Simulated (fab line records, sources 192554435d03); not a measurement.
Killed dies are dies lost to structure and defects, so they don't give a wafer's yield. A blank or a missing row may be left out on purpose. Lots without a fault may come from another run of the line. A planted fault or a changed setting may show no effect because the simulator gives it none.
fab line records | flow n5_finfet
record lots=8 wafers=24 last_day=18
route steps=1938 shown SD_EPI_P@306 BEOL_M4@1111 PASSIVATION@1936
lots that met no fault: from a run of the same line without faults
start_h: hours from the record's first day to the start of the lot's first wafer shown | wait_h: hours since the lot's step before | " the same as in the row above | L1.1+2: a row that stands for several wafers | - no value, or no start given | * or withheld: withheld | < > ~ a bound
route shown NAME@n: a module of which the file shows steps, and the number in the route of the first | usual: mean/standard deviation of fault-free wafers | same: alike in all rows | chamber/n: place in a boat | sites: the reading at each site | _std_site: their standard deviation | _edge_site: outer sites' mean less inner sites' | radius_mm: how far each site lies from the wafer's centre | mask NAME#n: copy n | behind: the tool/chamber that last shaped the wafer | hold: why the lot was held/for how many hours/how that ended | device: the transistor (n, p or np) that didn't switch | end of line: the same wafers' tests at the end of the route | a step without rows: its recipe alone | killed: dies lost to structure and defects at the first sort, not the wafer's yield | map: a wafer's dies, x killed, . not, _ none there
set.NAME: the setting as run; set.NAME@STEP: as run at that earlier step | model.NAME: the simulator's own value behind a step, which no gauge read
steps of the route over a sample of lots; a table a step, a row a wafer
services: from which hour (start_h, from the record's first day; less than 0 if before it) a tool's chamber was out of use, for how many hours, and why
## steps
# step N5_SD_EPI_P_DESCUM_14
# recipe chemistry=O2 time_s=7.9 source_power_w=50 bias_power_w=20 pressure_mtorr=20 rf_frequency_hz=2.712e+07 temp_c=40 resist=CAR-ArF-block o2_flow_sccm=225
# usual chamber_pressure_mTorr=20.000/0.017 drypump_motor_current_A=5.9/0.33 oes_product_au=0.79/0.074 rf_vpp_V=243.1/1.5 showerhead_plenum_p_Torr=2.09/0.084 throttle_valve_pct=20.47/0.29
# columns lot.wafer tool chamber start_h wait_h chamber_pressure_mTorr drypump_motor_current_A oes_product_au rf_hours_counter_h rf_vpp_V showerhead_plenum_p_Torr throttle_valve_pct
L431.3 rie_diel-03 2 53.86 0.0 20.007 5.9 0.71 184 243.0 2.09 20.73
L431.4 " 1 " " 19.993 6.2 0.80 96 240.7 1.94 20.33
L431.6 " 2 " " 19.988 5.9 0.71 - 244.4 2.09 20.73
L433.2 rie_diel-01 0 67.06 0.0 19.985 5.9 0.81 99 242.7 2.12 20.49
L433.3 " 2 " " 20.014 5.5 0.70 224 242.0 2.16 20.93
L433.5 " 0 " " 20.015 5.9 0.81 - 244.2 2.12 20.48
L437.1 rie_diel-02 1 92.17 0.0 20.023 5.9 0.84 74 242.8 2.04 20.38
L437.3 " 3 " " 20.014 5.3 0.86 49 242.4 2.04 20.49
L437.5 " 3 " " 20.012 5.3 0.87 - 241.4 2.04 20.47
L438.2 rie_diel-03 3 95.28 0.0 20.027 5.6 0.88 25 243.5 2.23 19.90
L438.4 " 1 " " 20.024 6.2 0.79 106 241.0 1.94 20.36
L438.6 " 0 " " 19.977 5.9 0.87 - 244.3 2.13 20.60
L446.3 rie_diel-02 1 142.53 0.0 20.003 5.9 0.83 87 242.7 2.04 20.41
L446.4 " 2 " " 19.991 6.7 0.72 205 241.9 1.98 20.55
L446.5 " 1 " " 19.988 5.8 0.83 - 242.0 2.04 20.41
L452.2 rie_diel-03 3 180.57 0.0 19.979 5.6 0.84 50 245.5 2.22 19.95
L452.3 " 2 " " 19.991 5.9 0.68 218 243.8 2.07 20.78
L452.4 " 1 " " 20.013 6.2 0.76 129 241.7 1.93 20.38
L453.2 rie_diel-03 3 187.23 0.2 20.023 5.6 0.84 52 246.0 2.22 19.95
L453.3 " 0 " " 19.956 5.8 0.83 70 243.1 2.13 20.64
L453.4 " 2 " " 19.999 5.9 0.70 219 242.7 2.07 20.81
L454.2 rie_diel-03 1 190.77 0.0 19.994 6.2 0.77 132 239.8 1.93 20.38
L454.4 " 3 " " 20.018 5.6 0.85 53 244.5 2.22 19.93
L454.5 " 0 " " 19.982 5.9 0.83 - 242.8 2.13 20.66
# step N5_SD_EPI_P_ETCHBACK_46
# recipe chemistry=CH3F/O2 mode=anisotropic_etchback target=SiNx target_depth_a=175 stop_on=SiO2 over_etch_frac=0.3 ion_energy_ev=120 pressure_mtorr=30 source_w=395 bias_w=73 Ar_flow_sccm=150 CH3F_flow_sccm=30 O2_flow_sccm=20
# usual chamber_pressure_mTorr=30.003/0.028 drypump_motor_current_A=5.9/0.33 oes_product_au=0.68/0.058 rf_vpp_V=298/3.4 showerhead_plenum_p_Torr=2.00/0.08 throttle_valve_pct=16.37/0.28
# columns lot.wafer tool chamber start_h wait_h chamber_pressure_mTorr drypump_motor_current_A oes_product_au rf_hours_counter_h rf_vpp_V showerhead_plenum_p_Torr throttle_valve_pct
L431.3 rie_diel-03 2 54.27 0.0 29.980 5.9 0.62 184 301 2.00 16.67
L431.4 " 1 " " 30.027 6.2 0.70 96 297 1.85 16.21
L431.6 " 2 " " 30.047 5.9 0.62 - 301 2.00 16.67
L433.2 rie_diel-01 0 67.48 0.0 30.064 5.9 0.68 99 293 2.02 16.35
L433.3 " 2 " " 29.948 5.5 0.60 224 302 2.05 16.78
L433.5 " 0 " " 30.021 5.8 0.69 - 293 2.02 16.35
L437.1 rie_diel-02 1 92.59 0.0 29.973 5.9 0.70 74 295 1.95 16.26
L437.3 " 3 " " 30.030 5.3 0.73 49 298 1.95 16.39
L437.5 " 3 " " 29.940 5.3 0.73 - 296 1.95 16.37
L438.2 rie_diel-03 3 95.69 0.0 30.030 5.6 0.75 25 303 2.13 15.82
L438.4 " 1 " " 30.032 6.2 0.69 106 296 1.85 16.24
L438.6 " 0 " " 30.006 5.9 0.73 - 300 2.03 16.42
L446.3 rie_diel-02 1 142.95 0.0 29.926 5.9 0.69 87 294 1.95 16.30
L446.4 " 2 " " 30.057 6.8 0.61 205 298 1.90 16.52
L446.5 " 1 " " 30.002 5.9 0.69 - 297 1.95 16.28
L452.2 rie_diel-03 3 180.99 0.0 30.012 5.6 0.71 50 303 2.12 15.88
L452.3 " 2 " " 30.008 5.9 0.60 218 300 1.99 16.71
L452.4 " 1 " " 29.996 6.2 0.66 129 297 1.84 16.29
L453.2 rie_diel-03 3 187.65 0.0 30.044 5.6 0.71 52 304 2.12 15.86
L453.3 " 0 " " 30.009 5.8 0.70 70 301 2.02 16.46
L453.4 " 2 " " 30.025 6.0 0.60 220 300 1.99 16.73
L454.2 rie_diel-03 1 191.19 0.0 29.994 6.2 0.66 132 295 1.84 16.29
L454.4 " 3 " " 30.002 5.6 0.72 53 302 2.12 15.86
L454.5 " 0 " " 30.014 5.9 0.71 - 299 2.02 16.44
# step N5_SD_EPI_P_ETCH_16
# recipe chemistry=CHF3/O2 target=SiO2 target_depth_a=50 mask_material=SOC pressure_mtorr=30 source_w=650 bias_w=170 Ar_flow_sccm=200 CHF3_flow_sccm=50 O2_flow_sccm=5 ion_energy_ev=200
# usual chamber_pressure_mTorr=30.00/0.03 drypump_motor_current_A=5.9/0.33 oes_product_au=0.79/0.073 rf_vpp_V=526/6.1 showerhead_plenum_p_Torr=2.41/0.092 throttle_valve_pct=18.93/0.27
# columns lot.wafer tool chamber start_h wait_h chamber_pressure_mTorr drypump_motor_current_A oes_product_au rf_hours_counter_h rf_vpp_V showerhead_plenum_p_Torr throttle_valve_pct
L431.3 rie_diel-03 2 54.47 0.1 30.00 5.9 0.73 184 530 2.41 19.23
L431.4 " 1 " " 30.07 6.2 0.81 96 522 2.24 18.76
L431.6 " 2 " " 29.97 5.9 0.73 - 532 2.41 19.23
L433.2 rie_diel-01 0 67.68 0.1 29.99 5.9 0.80 99 516 2.43 18.91
L433.3 " 2 " " 30.02 5.5 0.70 224 533 2.47 19.34
L433.5 " 0 " " 30.00 5.9 0.80 - 517 2.43 18.91
L437.1 rie_diel-02 1 92.79 0.1 30.03 5.9 0.84 74 520 2.35 18.82
L437.3 " 3 " " 30.04 5.3 0.85 49 523 2.35 18.97
L437.5 " 3 " " 30.01 5.3 0.86 - 523 2.35 18.97
L438.2 rie_diel-03 3 95.89 0.1 30.00 5.6 0.89 25 533 2.56 18.37
L438.4 " 1 " " 29.96 6.2 0.80 106 522 2.24 18.80
L438.6 " 0 " " 29.97 5.9 0.86 - 529 2.44 19.00
L446.3 rie_diel-02 1 143.15 0.1 30.02 5.9 0.82 87 521 2.34 18.86
L446.4 " 2 " " 29.99 6.7 0.72 205 528 2.29 19.03
L446.5 " 1 " " 30.01 5.9 0.82 - 521 2.35 18.86
L452.2 rie_diel-03 3 181.19 0.1 29.97 5.6 0.84 50 535 2.55 18.42
L452.3 " 2 " " 29.96 5.9 0.70 218 530 2.40 19.30
L452.4 " 1 " " 29.99 6.2 0.77 129 522 2.23 18.84
L453.2 rie_diel-03 3 187.85 0.1 29.99 5.6 0.84 52 534 2.55 18.42
L453.3 " 0 " " 30.01 5.9 0.82 70 527 2.43 19.02
L453.4 " 2 " " 29.99 6.0 0.70 220 530 2.39 19.28
L454.2 rie_diel-03 1 191.39 0.1 30.00 6.2 0.76 132 521 2.22 18.84
L454.4 " 3 " " 30.00 5.6 0.83 53 535 2.55 18.40
L454.5 " 0 " " 30.00 5.8 0.82 - 529 2.43 19.01
# step N5_SD_EPI_P_SD_RECESS_17
# recipe chemistry=HBr/Cl2/O2 target_depth_a=391 bt_time_s=3 pressure_mtorr=10 icp_w=800 bias_w=112 HBr_flow_sccm=150 Cl2_flow_sccm=80 O2_flow_sccm=12
# usual chamber_pressure_mTorr=9.999/0.0099 drypump_motor_current_A=5.9/0.32 mfc_cl2_sccm=80.00/0.24 oes_product_au=0.993/0.014 throttle_valve_pct=36.91/0.3
# columns lot.wafer tool chamber start_h wait_h chamber_pressure_mTorr drypump_motor_current_A mfc_cl2_sccm oes_product_au rf_hours_counter_h throttle_valve_pct
L431.3 rie_si-05 3 54.55 0.0 9.999 5.6 80.16 0.996 164 36.74
L431.4 " 2 " " 9.986 6.2 80.24 0.989 15 36.42
L431.6 " 2 " " 9.998 6.2 80.41 0.991 - 36.41
L433.2 rie_si-05 0 67.75 0.0 9.992 6.0 80.43 0.970 157 37.29
L433.3 " 3 " " 9.993 5.6 80.57 0.995 164 36.76
L433.5 " 2 " " 10.015 6.2 79.95 1.005 - 36.40
L437.1 rie_si-05 3 92.86 0.0 9.994 5.6 79.95 1.000 165 36.75
L437.3 " 2 " " 9.983 6.2 79.90 0.993 16 36.41
L437.5 " 3 " " 9.996 5.6 79.62 0.999 - 36.74
L438.2 rie_si-01 1 95.97 0.0 10.001 5.7 79.61 0.993 51 36.81
L438.4 " 3 " " 9.997 6.4 79.78 0.970 123 37.32
L438.6 " 0 " " 9.992 5.8 79.90 0.993 - 37.21
L446.3 rie_si-01 3 143.22 0.0 9.996 6.3 80.21 0.968 124 37.32
L446.4 " 1 " " 10.014 5.7 80.05 0.989 52 36.81
L446.5 " 2 " " 10.004 6.3 80.26 1.013 - 36.75
L452.2 rie_si-02 2 181.27 0.0 9.999 5.3 79.41 0.984 83 37.36
L452.3 " 0 " " 9.983 5.9 80.02 1.009 188 36.78
L452.4 " 2 " " 9.998 5.3 79.81 0.990 - 37.36
L453.2 rie_si-02 0 187.92 0.0 9.999 5.9 79.92 1.005 188 36.77
L453.3 " 1 " " 10.014 6.2 80.13 1.003 9 36.76
L453.4 " 1 " " 10.004 6.3 80.12 0.996 - 36.76
L454.2 rie_si-01 2 191.46 0.0 9.998 6.3 79.74 1.021 157 36.76
L454.4 " 1 " " 10.002 5.7 79.92 0.994 53 36.79
L454.5 " 3 " " 10.019 6.3 80.34 0.968 - 37.32
# step N5_SD_EPI_P_INSPECT_26
# recipe inspect_instrument=darkfield mode=post_epi
# usual raw_defect_count=186/37
# columns lot.wafer tool chamber start_h wait_h raw_defect_count
L431.3 defect_inspect-02 - 58.42 0.0 162
L431.4 " - " " 178
L431.6 " - " " 172
L433.2 defect_inspect-01 - 72.74 0.0 153
L433.3 " - " " 148
L433.5 " - " " 139
L437.1 defect_inspect-01 - 95.89 0.0 190
L437.3 " - " " 180
L437.5 " - " " 155
L438.2 defect_inspect-01 - 99.00 0.0 187
L438.4 " - " " 253
L438.6 " - " " 1071
L446.3 defect_inspect-01 - 146.26 0.0 143
L446.4 " - " " 215
L446.5 " - " " 193
L452.2 defect_inspect-02 - 184.30 0.0 187
L452.3 " - " " 155
L452.4 " - " " 177
L453.2 defect_inspect-01 - 191.80 0.0 209
L453.3 " - " " 188
L453.4 " - " " 169
L454.2 defect_inspect-01 - 194.52 0.0 199
L454.4 " - " " 171
L454.5 " - " " 185
# step N5_BEOL_M4_RC_MEAS_101
# usual DIBL_N=35.8/1.5 DIBL_P=35.8/1.7 IOFF_N=0.151/0.022 IOFF_P=0.204/0.027 ION_N=673/8.6 ION_P=462/5.4 SS_N=71.4/0.54 SS_P=73.3/0.56 VT_N=250.5/2.6 VT_P=-251/3.1
# columns lot.wafer tool chamber start_h wait_h DIBL_N[mV/V] DIBL_P[mV/V] IOFF_N[nA/um] IOFF_P[nA/um] ION_N[uA/um] ION_P[uA/um] SS_N[mV/dec] SS_P[mV/dec] VT_N[mV] VT_P[mV]
L431.3 prober-01 0 174.78 0.6 38.2 37.5 0.189 0.202 675 452 71.7 74.4 250.0 -250
L431.4 " 0 " " 35.8 35.9 0.159 0.170 684 457 71.4 73.3 247.6 -254
L431.6 " 0 " " 35.6 35.2 0.153 0.171 670 454 71.3 73.4 249.0 -253
L433.2 prober-02 0 200.02 0.2 36.6 38.6 0.191 0.231 677 460 72.1 73.5 248.0 -251
L433.3 " 0 " " 37.6 39.3 0.206 0.252 685 470 72.5 74.6 244.0 -247
L433.5 " 0 " " 36.5 38.5 0.187 0.234 674 464 72.7 74.6 248.2 -247
L437.1 prober-01 0 213.03 0.0 35.9 35.1 0.147 0.208 672 461 71.2 73.5 249.1 -250
L437.3 " 0 " " 37.2 35.1 0.158 0.207 672 460 72.3 73.6 249.3 -251
L437.5 " 0 " " 34.3 32.0 0.118 0.164 659 457 71.1 72.1 252.1 -254
L438.2 prober-01 0 215.84 0.2 33.4 32.7 0.110 0.178 655 458 71.1 72.8 256.1 -254
L438.4 " 0 " " 36.2 36.8 0.159 0.238 675 467 71.8 73.8 250.2 -249
L438.6 " 0 " " 33.5 33.2 0.118 0.193 662 460 71.7 72.7 255.2 -249
L446.3 prober-01 0 274.11 0.3 34.4 33.8 0.133 0.180 673 461 71.4 72.3 251.9 -251
L446.4 " 0 " " 36.2 36.0 0.156 0.211 694 473 70.9 72.5 249.5 -249
L446.5 " 0 " " 33.6 32.9 0.116 0.162 671 467 70.4 72.2 251.5 -252
L452.2 prober-01 0 297.00 0.2 35.9 36.2 0.163 0.224 680 471 71.2 73.9 248.4 -248
L452.3 " 0 " " 35.7 37.0 0.162 0.232 677 472 71.3 74.4 247.8 -249
L452.4 " 0 " " 35.5 36.0 0.160 0.228 685 468 70.9 73.7 250.4 -251
L453.2 prober-02 0 304.03 0.2 35.6 34.9 0.128 0.158 664 450 71.2 72.5 251.8 -256
L453.3 " 0 " " 36.6 36.5 0.145 0.184 664 461 71.8 72.6 250.5 -252
L453.4 " 0 " " 36.2 35.5 0.137 0.164 670 460 70.7 73.4 250.4 -254
L454.2 prober-01 0 320.38 0.2 35.3 34.7 0.133 0.178 662 455 70.6 72.8 254.3 -255
L454.4 " 0 " " 36.9 36.3 0.159 0.211 670 460 71.9 74.2 251.2 -252
L454.5 " 0 " " 35.5 35.1 0.136 0.187 660 458 71.2 72.3 253.6 -252
# step N5_PASSIVATION_PROBE_49
# usual defect_limited_yield=91.3/1.4 killed_at_M0_to_M3=33/10 killed_at_M4_up=15/6.1 killed_at_contacts=12/6.7 killed_at_front_end=39/11 killed_at_other=4/3.3 killed_dies=103/16 killed_open=68/12 killed_short=34/7.2 sort_bin_5_function=5.1/0.88 sort_bin_6_memory=3.3/0.67 sort_n_pass=1077/16 sort_yield_pct=91.3/1.4
# same gross_dies=1180 killed_at_back_side=0 sort_bin_4_leakage[%]=0 sort_bin_8_speed[%]=0
# columns lot.wafer tool chamber start_h wait_h defect_limited_yield[%] killed_at_M0_to_M3 killed_at_M4_up killed_at_contacts killed_at_front_end killed_at_other killed_dies killed_open killed_short sort_bin_5_function[%] sort_bin_6_memory[%] sort_n_pass sort_yield_pct[%]
L438.2 prober-02 - 329.22 0.1 90.3 26 26 4 57 1 114 87 27 5.6 3.9 1066 90.3
L438.4 prober-02 - 329.32 0.2 90.2 34 18 8 53 3 116 74 42 5.9 3.5 1064 90.2
L438.6 prober-02 - 329.42 0.3 81.1 29 26 6 162 0 223 71 31 10.8 4.8 957 81.1
# killed by level:class
L438.2 FIN_SAQP:geometric_particle:open=16 BEOL_M4:geometric_particle:open=14 STI_FIN_REVEAL:geometric_particle:open=12 FIN_SAQP:geometric_particle:short=9 BEOL_M0:geometric_particle:open=7 BEOL_M8:geometric_particle:open=6 BEOL_M1:geometric_particle:open=4 BEOL_M2:geometric_particle:open=4
L438.4 GATE_CUT:geometric_particle:short=9 BEOL_M1:geometric_particle:open=9 FIN_SAQP:geometric_particle:open=8 BEOL_M2:geometric_particle:open=7 BEOL_M4:geometric_particle:open=7 STI_FIN_REVEAL:geometric_particle:open=6 MOL_CONTACT_COAG:geometric_particle:open=6 STARTING-WAFER:geometric_particle:short=6
L438.6 SD_EPI_P:unspecified=120 BEOL_M4:geometric_particle:open=17 FIN_SAQP:geometric_particle:open=10 GATE_CUT:geometric_particle:short=7 BEOL_M0_SAQP:geometric_particle:short=6 BEOL_M1:geometric_particle:open=6 BEOL_M3:geometric_particle:open=6 FIN_SAQP:geometric_particle:short=5
## services
# columns tool chamber start_h hours kind
rie_diel-03 1 31.63 7.5 repair
rie_diel-01 1 39.92 - clean
rie_diel-01 1 39.92 - consumable_replace:focus_ring
rie_diel-01 1 39.92 27.6 scheduled_down
rie_diel-01 1 39.92 27.6 vent_cycle
rie_si-02 0 51.27 8.7 repair
rie_si-01 0 62.02 8.5 repair
rie_si-02 0 69.88 1.5 repair
rie_diel-02 - 82.58 1.0 repair
rie_si-05 1 83.72 27.0 repair
rie_si-02 3 171.17 - clean
rie_si-02 3 171.17 19.8 scheduled_down
rie_si-02 3 171.17 19.8 vent_cycle
rie_si-05 1 175.41 2.0 repair
rie_diel-01 2 187.71 - clean
rie_diel-01 2 187.71 - consumable_replace:focus_ring
rie_diel-01 2 187.71 28.1 scheduled_down
rie_diel-01 2 187.71 28.1 vent_cycle
## key
first_sign step=N5_SD_EPI_P_INSPECT_26 reading=raw_defect_count direction=up sigmas=24 usual=186 struck=1071
effect step=N5_PASSIVATION_PROBE_49 reading=killed_at_front_end direction=up sigmas=11 usual=39 struck=162
more_kills_born_at N5_SD_EPI_P_ETCH_16@rie_diel-03=120
met_at N5_SD_EPI_P_ETCH_16
struck_lots L438
struck_wafers L438.6
not_acting_at N5_SD_EPI_P_DESCUM_14,N5_SD_EPI_P_ETCHBACK_46,N5_SD_EPI_P_SD_RECESS_17
fault kind=chamber_particle_source tool=rie_diel-03 chamber=0 onset_h=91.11 steps=N5_SD_EPI_P_ETCH_16 rate_per_visit_cm2=1.3591 end_h=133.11
